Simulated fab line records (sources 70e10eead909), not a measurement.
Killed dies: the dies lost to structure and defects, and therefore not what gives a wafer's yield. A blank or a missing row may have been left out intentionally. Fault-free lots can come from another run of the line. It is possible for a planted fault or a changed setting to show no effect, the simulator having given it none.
Comparing a struck lot with a sound one / flow nandHarc / 17 steps out of a route of 1159
Sound: these wafers, L571.1, L571.3, L571.4. Wafers L573.3, L573.4, L573.6 were the ones struck. The cause comes at the end.
At each step with rows: each side's tool, then ch and its chambers, then its first start. Under that, the readings that differ: sound wafers / struck wafers / difference of the means / sigmas: that difference in standard deviations of wafers without a fault.
alike: a reading whose means differ by less than 2 such deviations, as well as words and numbers matching on both sides. not compared: withheld readings; readings where some wafer has no value; bounds like >300 that might hide an equal value; numbers whose values overlap and for which the record gives no deviation.
A row with sigmas, a row that says differs or no value, or rows on one side alone: a step with any of these is where the two part. Numbers that have no deviation but don't overlap get no sigmas and don't part them. A reading that every wafer of one side lacks parts them only if that side has two wafers or more.

NHARC_P_ZERO_WELL_CD_MEAS_37: target cd 720 nm.
  sound on cdSem-03 ch 0, day 1 15:50; struck on cdSem-03 ch 0, day 2 03:59
reading=cdNm (nm); sound=720.6 721.3 721.7; struck=718.3 717.4 718.0; difference=-3.3; sigmas=-2
then, 1 step without rows for these wafers: NHARC_P_ZERO_WELL_HARDBAKE_38 (time 80 s).
NHARC_P_ZERO_WELL_DESCUM_39: chemistry O2, time 3 s.
  sound on rieDiel-07 ch 0,1,2, day 1 16:01; struck on rieDiel-06 ch 0,1,2, day 2 04:10
  alike: drypumpMotorCurrentA, mfcArSccm, oesProductAu, rfVppV, showerheadPlenumPTorr, throttleValvePct
  not compared: rfHoursCounterH
then, 9 steps without rows for these wafers: NHARC_P_ZERO_WELL_IMPLANT_40; NHARC_P_ZERO_WELL_IMPLANT_59; NHARC_P_ZERO_WELL_IMPLANT_60; NHARC_P_ZERO_WELL_STRIP_41 (strips in SPM, time 840 s); NHARC_P_ZERO_WELL_DEHYDRATE_44 (time 120 s); NHARC_P_ZERO_WELL_HMDS_45 (time 30 s); NHARC_P_ZERO_WELL_COAT_46; NHARC_P_ZERO_WELL_SOFTBAKE_47 (time 95 s); NHARC_P_ZERO_WELL_EBR_48.
NHARC_P_ZERO_WELL_EXPOSE_49: exposes mask P HVPW, target cd 2000 nm.
  sound on krfScanner-04 ch 0, day 1 17:19; struck on krfScanner-01 ch 0, day 2 05:20
reading=mask; sound=P_HVPW#0 P_HVPW#0 P_HVPW#0; struck=P_NWELL#0 P_NWELL#0 P_NWELL#0; difference=differs; sigmas=
  alike: reticleTempC, stageVelMmS
then, 2 steps without rows for these wafers: NHARC_P_ZERO_WELL_PEB_50 (peb time 85 s); NHARC_P_ZERO_WELL_DEVELOP_51 (time 70 s).
NHARC_P_ZERO_WELL_CD_MEAS_52: target cd 2000 nm.
  sound on cdSem-01 ch 0, day 1 17:29; struck on cdSem-01 ch 0, day 2 05:29
reading=cdNm (nm); sound=2001.6 2001.7 2001.0; struck=- - -; difference=no value on the struck wafers; sigmas=
then, 1 step without rows for these wafers: NHARC_P_ZERO_WELL_HARDBAKE_53 (time 80 s).

== WHERE THEY PART ==
First at NHARC_P_ZERO_WELL_CD_MEAS_37; last, within this record, at NHARC_P_ZERO_WELL_CD_MEAS_52.

WHY: whatever the simulator had introduced
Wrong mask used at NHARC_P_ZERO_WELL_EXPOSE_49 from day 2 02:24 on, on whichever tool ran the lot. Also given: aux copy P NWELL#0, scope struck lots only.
